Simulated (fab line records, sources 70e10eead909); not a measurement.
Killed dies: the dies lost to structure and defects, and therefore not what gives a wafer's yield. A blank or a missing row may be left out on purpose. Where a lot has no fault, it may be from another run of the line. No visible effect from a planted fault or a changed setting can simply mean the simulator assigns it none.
Chamber matching | flow nand harc | NHARC_P_BONDPAD_DESCUM_11 on rie diel-02: 4 sister chambers
The step chemistry O2, time 3 s. 30 wafers are shown with their chamber, then 12 later ones without.

WAFERS WITH THEIR CHAMBER
wafer  | chamber | showerhead plenum p Torr (Torr) | drypump motor current A (A) | oes product au (a.u.)
L075.1 | 1       | 2.00                            | 5.9                         | 0.999
L075.4 | 2       | 1.93                            | 5.9                         | 0.984
L075.6 | 2       | 1.93                            | 5.8                         | 0.984
L074.1 | 0       | 1.79                            | 5.7                         | 0.994
L074.2 | 1       | 2.00                            | 5.8                         | 1.000
L074.4 | 2       | 1.93                            | 5.8                         | 0.992
L077.4 | 1       | 2.00                            | 5.8                         | 0.996
L077.5 | 3       | 2.01                            | 5.7                         | 0.987
L077.6 | 2       | 1.93                            | 5.8                         | 0.987
L081.1 | 3       | 2.00                            | 5.7                         | 1.003
L081.4 | 0       | 1.79                            | 5.7                         | 1.012
L081.5 | 1       | 2.00                            | 5.9                         | 1.007
L082.1 | 1       | 2.00                            | 5.8                         | 0.992
L082.5 | 0       | 1.79                            | 5.7                         | 1.004
L082.6 | 3       | 2.00                            | 5.7                         | 0.989
L083.3 | 1       | 2.00                            | 5.8                         | 1.003
L083.4 | 0       | 1.79                            | 5.7                         | 1.009
L083.5 | 0       | 1.79                            | 5.7                         | 1.006
L084.1 | 2       | 1.93                            | 5.8                         | 0.985
L084.4 | 1       | 2.00                            | 5.8                         | 0.991
L084.5 | 3       | 2.00                            | 5.7                         | 1.003
L086.2 | 2       | 1.93                            | 5.8                         | 0.997
L086.5 | 0       | 1.79                            | 5.7                         | 1.014
L086.6 | 3       | 2.00                            | 5.7                         | 0.995
L088.2 | 0       | 1.79                            | 5.7                         | 1.007
L088.4 | 3       | 2.00                            | 5.7                         | 1.012
L088.5 | 0       | 1.79                            | 5.7                         | 1.011
L091.3 | 1       | 2.00                            | 5.8                         | 0.990
L091.4 | 3       | 2.00                            | 5.7                         | 0.993
L091.5 | 0       | 1.79                            | 5.7                         | 1.017

SIGNATURES (averages over the wafers above)
reading                  | chamber 0 | chamber 1 | chamber 2 | chamber 3 | scatter within a chamber
showerhead plenum p Torr | 1.7900    | 2.0000    | 1.9300    | 2.0014    | 0.00182
drypump motor current A  | 5.700     | 5.825     | 5.817     | 5.700     | 0.03
oes product au           | 1.00822   | 0.99725   | 0.98817   | 0.99743   | 0.0069
Rule: for a wafer and a chamber, the distance is found by dividing, reading by reading, the gap between the wafer's reading and the chamber's mean by the reading's scatter, squaring, summing and taking the root. The wafer belongs to the nearest chamber; if the next one is less than 2 further off, it can't be placed. The scatter is the square root of a quotient: the sum, over the shown wafers, of each reading's squared deviation from its chamber's mean, divided by wafers minus chambers.

WAFERS WITH NO CHAMBER GIVEN
wafer  | showerhead plenum p Torr (Torr) | drypump motor current A (A) | oes product au (a.u.)
L093.3 | 1.93                            | 5.8                         | 1.002
L093.5 | 1.79                            | 5.7                         | 1.011
L093.6 | 2.00                            | 5.7                         | 0.996
L092.3 | 2.00                            | 5.7                         | 1.001
L092.4 | 2.00                            | 5.8                         | 0.999
L092.6 | 1.79                            | 5.7                         | 1.011
L095.3 | 2.00                            | 5.9                         | 0.988
L095.4 | 1.79                            | 5.7                         | 1.003
L095.6 | 1.79                            | 5.7                         | 1.008
L097.3 | 1.79                            | 5.7                         | 1.010
L097.5 | 2.00                            | 5.7                         | 1.000
L097.6 | 1.93                            | 5.7                         | 1.000

WHICH CHAMBER EACH WENT THROUGH
wafer  | from the rows above | in truth
L093.3 | 2                   | 2
L093.5 | 0                   | 0
L093.6 | 3                   | 3
L092.3 | 3                   | 3
L092.4 | 1                   | 1
L092.6 | 0                   | 0
L095.3 | 1                   | 1
L095.4 | 0                   | 0
L095.6 | 0                   | 0
L097.3 | 0                   | 0
L097.5 | 3                   | 3
L097.6 | 2                   | 2
12 of 12 placed correctly. Number that these rows cannot place: 0. Number placed wrongly: 0.
